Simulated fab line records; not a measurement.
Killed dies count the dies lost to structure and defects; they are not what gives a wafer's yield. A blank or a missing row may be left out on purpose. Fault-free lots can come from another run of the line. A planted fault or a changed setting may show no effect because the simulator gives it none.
Which tool was responsible? | flow nand harc | Sampling: 6 lots, 18 wafers, 3 of 1159 route steps

WHAT THE GAUGES SHOWED, per wafer
NHARC_A_SGD_CUT_THK_MEAS_22: measures by ellipsometry.
lot  | measured     | on            | thk nm (nm)
L152 | day 14 11:27 | film metro-02 | 149.4 147.4 148.4
L155 | day 14 17:46 | film metro-01 | 146.1 147.6 150.2
L159 | day 15 18:01 | film metro-02 | 146.4 148.5 150.5
L162 | day 16 15:10 | film metro-02 | 146.3 127.4 146.6
L168 | day 18 13:17 | film metro-01 | 149.3 149.2 145.7
L172 | day 18 23:26 | film metro-02 | 148.3 147.3 148.2

WHICH TOOL RAN EACH LOT (tool, then ch and the chambers of the sampled wafers, then the start)
lot  | NHARC_A_SGD_CUT_ETCH_16                       | NHARC_A_SGD_CUT_DEP_20
L152 | rie diel-04 ch 0,1,2, day 14 03:55 or earlier | fcvd-02 ch 0,1, day 14 03:55
L155 | rie diel-04 ch 0,1, day 14 13:37 or earlier   | fcvd-01 ch 1, day 14 13:37
L159 | rie diel-11 ch 0,2,3, day 15 13:10 or earlier | fcvd-01 ch 0,1, day 15 13:10
L162 | rie diel-10 ch 1,2,3, day 16 10:00 or earlier | fcvd-02 ch 0, day 16 10:00
L168 | rie diel-04 ch 1,2,3, day 18 08:43 or earlier | fcvd-01 ch 0,1, day 18 08:43
L172 | rie diel-04 ch 0,1,2, day 18 17:26 or earlier | fcvd-01 ch 0,1, day 18 17:26
- NHARC_A_SGD_CUT_ETCH_16: etches the open film in C4F8/O2/Ar, target depth 310.5 nm, time 155.2 s.
- NHARC_A_SGD_CUT_DEP_20: deposits SiO2, target thk 150 nm.

THE ANSWER, worked out from the rows above alone
Rule: usual is defined by the lots themselves. Put in order of their means at a reading, lots are off if they are a third of the lots or fewer, leave a main group of 4 or more, and stand apart from it by a gap of 3 or more times the standard deviation of the main group's means; of several such gaps the widest counts. Not used: any main group whose means are identical at the precision the tables above print for the reading. Also off: a lot with no number at a reading for which 4 or more lots have one. All remaining lots with rows at the step are treated as sound.
Off: L162, at NHARC_A_SGD_CUT_THK_MEAS_22 (thk nm). For the main group the mean is 148.2 nm and the standard deviation 0.22.
If a tool, at a process step before that reading, ran all the lots that are off and no sound lot after the first of them, it fits. Those tools and the gauges at NHARC_A_SGD_CUT_THK_MEAS_22 are tried in the same way. With no start given for some of its lots, NHARC_A_SGD_CUT_ETCH_16 uses the hours and lot order of NHARC_A_SGD_CUT_DEP_20. Undecided on this evidence; 2 tools fit (rie diel-10 at NHARC_A_SGD_CUT_ETCH_16, fcvd-02 at NHARC_A_SGD_CUT_DEP_20).

WHAT THE SIMULATOR HAD PUT IN
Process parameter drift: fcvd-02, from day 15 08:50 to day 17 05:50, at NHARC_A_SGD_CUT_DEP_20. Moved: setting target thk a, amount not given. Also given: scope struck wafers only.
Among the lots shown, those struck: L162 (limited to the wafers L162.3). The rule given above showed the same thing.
